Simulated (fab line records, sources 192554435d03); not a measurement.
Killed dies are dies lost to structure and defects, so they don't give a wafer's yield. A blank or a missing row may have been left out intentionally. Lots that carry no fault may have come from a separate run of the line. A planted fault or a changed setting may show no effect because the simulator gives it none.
Problem report, 8D (eight disciplines) form, completed by code + flow n5Finfet + the parts of the form that need people (team, actions taken, sign-off) are left out

== 1. WHAT WENT WRONG ==
Wafers without a fault read 124.7 s, standard deviation 0.45; runLengthS at N5_BEOL_M2_CO_CAP_55 reads a mean of 70.6 s on 2 wafers belonging to 2 lots. That is -99 or more standard deviations from the usual mean.
The step: material Co, precursor CCTBA/H2, target thk 2 nm, time 102.1 s.
Earliest sighting: wafer L728.3 on cvdCo-02 at day 8 18:12. At this step, 17 wafers from 6 lots have a number in the record. The rule behind "out" and "out of limits": a value lying over 4 standard deviations away from the usual mean. The other wafers with a number count as sound.

== 2. WHAT THIS IS AND IS NOT ==
| question                    | is               | is not                                                                                |
|-----------------------------|------------------|---------------------------------------------------------------------------------------|
| which readings at this step | runLengthS       | heaterPowerW                                                                          |
| which lots                  | L728, L733       | L725, L737, L738, L739                                                                |
| which wafers of those lots  | L728.3, L733.1   | L728.4, L728.6, L733.6                                                                |
| read on which tools         | cvdCo-02         | cvdCo-01                                                                              |
| when                        | from day 8 18:12 | up to then (5 sound wafers); but 10 sound wafers of L733, L737, L738, L739 came after |

== 3. SUSPECTS, AND WHAT RULES EACH OUT ==
Counting: any tool at a process step up to the reading remains a suspect provided it ran every lot that is out. Sound lots after the first of them don't rule it out here, since some wafers of a struck lot are sound.
- cmp-01 at N5_BEOL_M2_CMP_52 (polishes, stops on SiOC, t overpolish 6.8 s, target thk 40 nm): kept. It processed each lot that is out (first: L728, day 8 17:52); up to then, its last sound lot is L725 (day 7 18:14).
- cvdCo-02 at N5_BEOL_M2_CO_CAP_55 (material Co, precursor CCTBA/H2, target thk 2 nm, time 102.1 s): kept. It processed each lot that is out (first: L728, day 8 18:12); up to then, its last sound lot is L725 (day 7 18:37). On those wafers its own readings are out: runLengthS.
Left after counting: cmp-01 at N5_BEOL_M2_CMP_52, cvdCo-02 at N5_BEOL_M2_CO_CAP_55.

== 4. THE CAUSE (what the simulator had put in) ==
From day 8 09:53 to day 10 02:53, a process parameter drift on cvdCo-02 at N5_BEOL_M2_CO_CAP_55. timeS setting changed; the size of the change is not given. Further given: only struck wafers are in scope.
Counting left 2 suspects, and this tool is among them.

== 5. THE CHAIN OF EFFECTS, in route order ==
One row per reading whose mean, taken over the struck wafers that have a number, lies over 3 standard deviations from the usual. Scope: only readings with a usual standard deviation given in the record; hours: median across lots of the time from each lot's start at the first step in this table that gives one to its start at this step; sigmas: change in usual standard deviations.
| hours | step                 | reading    | usual   | on struck wafers | change | sigmas      |
|-------|----------------------|------------|---------|------------------|--------|-------------|
| 0     | N5_BEOL_M2_CO_CAP_55 | runLengthS | 124.7 s | 70.6             | -54.1  | -99 or more |
Process steps it contains:
- N5_BEOL_M2_CO_CAP_55: material Co, precursor CCTBA/H2, target thk 2 nm, time 102.1 s.
Later steps that measure or inspect, where all struck wafers having a row at the step show a number for every such reading and not one has moved that far: N5_BEOL_M4_RC_MEAS_101.

== 6. WHAT WOULD HAVE CAUGHT IT SOONER ==
In this record the first reading out of limits was taken at day 8 18:12, 8 hours after the fault began at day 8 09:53.
